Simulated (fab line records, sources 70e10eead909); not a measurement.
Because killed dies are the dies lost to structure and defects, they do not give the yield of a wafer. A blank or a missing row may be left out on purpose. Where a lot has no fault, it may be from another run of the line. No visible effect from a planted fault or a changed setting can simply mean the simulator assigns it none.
What tool caused it? || flow nand harc || Sampling: 6 lots, 18 wafers, 2 of 1302 route steps

WHAT EACH GAUGE READ, for each wafer
NHARC_THIN_TSV_CD_MEAS_12: target cd 1000 nm.
{"lot": "L966", "measured": "day 24 12:44", "on": "cd sem-02", "cd nm (nm)": "1001.7 999.5 1001.5"}
{"lot": "L970", "measured": "day 25 07:02", "on": "cd sem-03", "cd nm (nm)": "998.1 997.0 999.7"}
{"lot": "L971", "measured": "day 25 23:52", "on": "cd sem-02", "cd nm (nm)": "997.8 1000.1 998.6"}
{"lot": "L974", "measured": "day 27 11:19", "on": "cd sem-01", "cd nm (nm)": "1000.1 999.4 997.4"}
{"lot": "L977", "measured": "day 28 08:26", "on": "cd sem-01", "cd nm (nm)": "1002.0 1000.1 1005.9"}
{"lot": "L982", "measured": "day 30 04:24", "on": "cd sem-02", "cd nm (nm)": "1003.3 1000.1 1001.0"}

EACH LOT AND THE TOOL THAT RAN IT (in order: tool; ch and the chambers of the sampled wafers; start)
{"lot": "L966", "NHARC_A_DECK1_JOINT_ETCH_19": "wet bench-07 ch 0,6,7, day 11 19:01"}
{"lot": "L970", "NHARC_A_DECK1_JOINT_ETCH_19": "wet bench-07 ch 0,1,6, day 12 16:16"}
{"lot": "L971", "NHARC_A_DECK1_JOINT_ETCH_19": "wet bench-01 ch 0,1,2, day 13 04:52"}
{"lot": "L974", "NHARC_A_DECK1_JOINT_ETCH_19": "wet bench-07 ch 3,4,6, day 14 16:47"}
{"lot": "L977", "NHARC_A_DECK1_JOINT_ETCH_19": "wet bench-02 ch 3,6,7, day 15 22:43"}
{"lot": "L982", "NHARC_A_DECK1_JOINT_ETCH_19": "wet bench-02 ch 0,1,7, day 17 16:32"}
- NHARC_A_DECK1_JOINT_ETCH_19: etches poly-Si in TMAH, target depth 3 nm.

THE ANSWER, worked out from the rows above alone
Rule: the usual values come from the lots themselves. Put in order of their means at a reading, lots are off if they are a third of the lots or fewer, leave a main group of 4 or more, and stand apart from it by a gap of 3 or more times the standard deviation of the main group's means; of several such gaps the widest counts. A main group is skipped when, at the precision printed for the reading in the tables above, its means are all equal. A lot without any number at a reading at which 4 lots or more have one is off too. Where the step has rows for the other lots, those lots are counted as sound.
Across all readings shown, no lot is off: no conclusion can be drawn from this.

WHAT HAD BEEN PUT IN BY THE SIMULATOR
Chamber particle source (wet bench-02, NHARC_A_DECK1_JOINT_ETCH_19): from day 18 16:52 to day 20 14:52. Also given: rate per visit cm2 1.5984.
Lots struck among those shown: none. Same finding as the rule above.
